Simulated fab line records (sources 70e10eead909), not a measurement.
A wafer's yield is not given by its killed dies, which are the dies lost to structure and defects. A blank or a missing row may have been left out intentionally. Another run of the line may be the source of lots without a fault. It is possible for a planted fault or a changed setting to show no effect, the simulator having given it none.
A lot that was struck, set against a sound lot    flow nand_harc    13 steps out of a route of 1302
Sound: the wafers L150.1, L150.4, L150.5. Struck: wafer L160.1. (L160.3, L160.6 of the same lot were not struck and are left out.) The cause comes at the end.
For every step that has rows: the tool of each side, followed by ch and its chambers, followed by its first start. Under that, the readings that differ: sound wafers    struck wafers    difference of the means    sigmas: that difference in standard deviations of wafers without a fault.
alike: readings whose means differ by less than 2 such deviations, and words and numbers that are the same on both sides. not compared: withheld readings, readings that some wafer has no value for, bounds like >300 that may hide the same value, and numbers for which the record gives no deviation and whose values overlap.
The two part at a step that has a row with sigmas, a row that says differs or no value, or rows on one side only. When numbers do not overlap yet have no deviation, they are printed without sigmas and do not part them. A reading missing from all wafers of one side parts the sides only when that side holds two or more wafers.

NHARC_A_ZERO_WELL_INSPECT_17:
  sound on defect_inspect-02, day 11 09:53; struck on defect_inspect-02, day 15 00:19
  alike: raw_defect_count
then, 3 steps without rows for these wafers: NHARC_A_SOURCE_PLATE_PRECLEAN_00 (cleans in HF-LAST, time 60 s); NHARC_A_SOURCE_PLATE_SRD_01; NHARC_A_SOURCE_PLATE_OXIDE_02 (material SiO2, target thk 10 nm, ox time 1362 s).
NHARC_A_SOURCE_PLATE_THK_MEAS_09: measures by ellipsometry.
  sound on film_metro-01, day 11 17:03; struck on film_metro-01, day 15 08:11
  alike: thk_nm
then, 3 steps without rows for these wafers: NHARC_A_SOURCE_PLATE_PVD_04 (deposits WSi2, target thk 50 nm); NHARC_A_SOURCE_PLATE_CVD_03 (deposits poly-Si, target thk 200 nm, time 4000 s); NHARC_A_SOURCE_PLATE_ANNEAL_05 (time 1800 s).
NHARC_A_SOURCE_PLATE_THK_MEAS_06: measures by ellipsometry.
  sound on film_metro-02, day 12 04:01; struck on film_metro-01, day 15 22:32
reading      sound              struck  difference  sigmas
thk_nm (nm)  196.3 197.0 196.8  204.7   +8.0        +3
NHARC_A_SOURCE_PLATE_INSPECT_08:
  sound on defect_inspect-02, day 12 04:05; struck on defect_inspect-01, day 15 22:35
  alike: raw_defect_count
NHARC_A_ONON_D1_DEP_00: target thk 1000 nm.
  sound on pecvd_onon-04 ch 0, day 12 04:08; struck on pecvd_onon-02 ch 0, day 15 22:40
  alike: n2o_flow_sccm
NHARC_A_ONON_D1_THK_MEAS_02: measures by ellipsometry.
  sound on film_metro-02, day 12 04:40; struck on film_metro-02, day 15 23:21
reading      sound        struck  difference  sigmas
thk_nm (nm)  987 989 989  1348    +360        +40
  not compared: hold
-- break in the record here, with 17 days between the starts of the struck wafers on either side (left off in module A_ONON_D1, picked up again in module END, where the first step shown is number 1302 on the route) --
NHARC_END_SORT_01:
  sound on prober-02 ch 0, day 30 01:53; struck on prober-01 ch 0, day 32 19:29
reading          sound     struck                    difference                    sigmas
hold             - - -     await_dispo/1.9h/release  no value on the sound wafers  
killed_at_array  74 60 88  674                       +600                          +38
killed_dies      76 62 93  677                       +600                          +38
  alike: killed_at_other, killed_at_periphery, killed_open, killed_short

== WHERE THEY PART ==
Last at NHARC_END_SORT_01 as far as this record goes, first at NHARC_A_SOURCE_PLATE_THK_MEAS_06.

WHY: what the simulator had put in
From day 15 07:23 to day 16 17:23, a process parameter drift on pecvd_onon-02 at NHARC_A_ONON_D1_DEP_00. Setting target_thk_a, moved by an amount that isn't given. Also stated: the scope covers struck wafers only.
